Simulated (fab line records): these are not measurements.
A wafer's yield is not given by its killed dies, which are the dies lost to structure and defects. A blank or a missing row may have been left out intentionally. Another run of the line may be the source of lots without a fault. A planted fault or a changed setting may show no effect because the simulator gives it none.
Which of the tools did it? :: flow n5 finfet :: 33 wafers sampled from 11 lots at 1 step of a route of 1938

WHAT EACH GAUGE READ, for each wafer
N5_GATE_CUT_CD_MEAS_13: target cd 20 nm.
lot: L075
measured: day 4 15:57
on: cd sem-03
cd nm (nm): 19.98 20.15 19.99

lot: L077
measured: day 5 04:14
on: cd sem-02
cd nm (nm): 20.62 20.26 19.96

lot: L079
measured: day 5 16:17
on: cd sem-02
cd nm (nm): 19.91 19.92 19.65

lot: L081
measured: day 6 06:24
on: cd sem-02
cd nm (nm): 19.98 19.96 19.98

lot: L083
measured: day 6 22:59
on: cd sem-01
cd nm (nm): 19.98 19.99 19.84

lot: L085
measured: day 7 05:14
on: cd sem-01
cd nm (nm): 20.06 20.01 19.79

lot: L087
measured: day 7 20:39
on: cd sem-02
cd nm (nm): 20.03 20.21 20.17

lot: L089
measured: day 8 05:11
on: cd sem-02
cd nm (nm): 20.19 20.09 20.51

lot: L092
measured: day 9 01:42
on: cd sem-01
cd nm (nm): 19.96 20.30 19.76

lot: L094
measured: day 9 13:03
on: cd sem-03
cd nm (nm): 20.40 20.10 19.86

lot: L096
measured: day 10 02:32
on: cd sem-03
cd nm (nm): 20.00 19.97 20.01

WHICH TOOL RAN EACH LOT (tool, then ch and the chambers of the sampled wafers, then the start)
The record holds no process step before these readings.

THE ANSWER, worked out from the rows above alone
Rule: usual is defined by the lots themselves. Put in order of their means at a reading, lots are off if they are a third of the lots or fewer, leave a main group of 4 or more, and stand apart from it by a gap of 3 or more times the standard deviation of the main group's means; of several such gaps the widest counts. The tables above print the reading to a certain number of digits; a main group whose means all agree to those digits is not used. A lot without any number at a reading at which 4 lots or more have one is off too. The other lots that the step has rows for count as sound.
None of the lots is off at any reading shown; this tells nothing.

WHAT THE SIMULATOR HAD INSERTED
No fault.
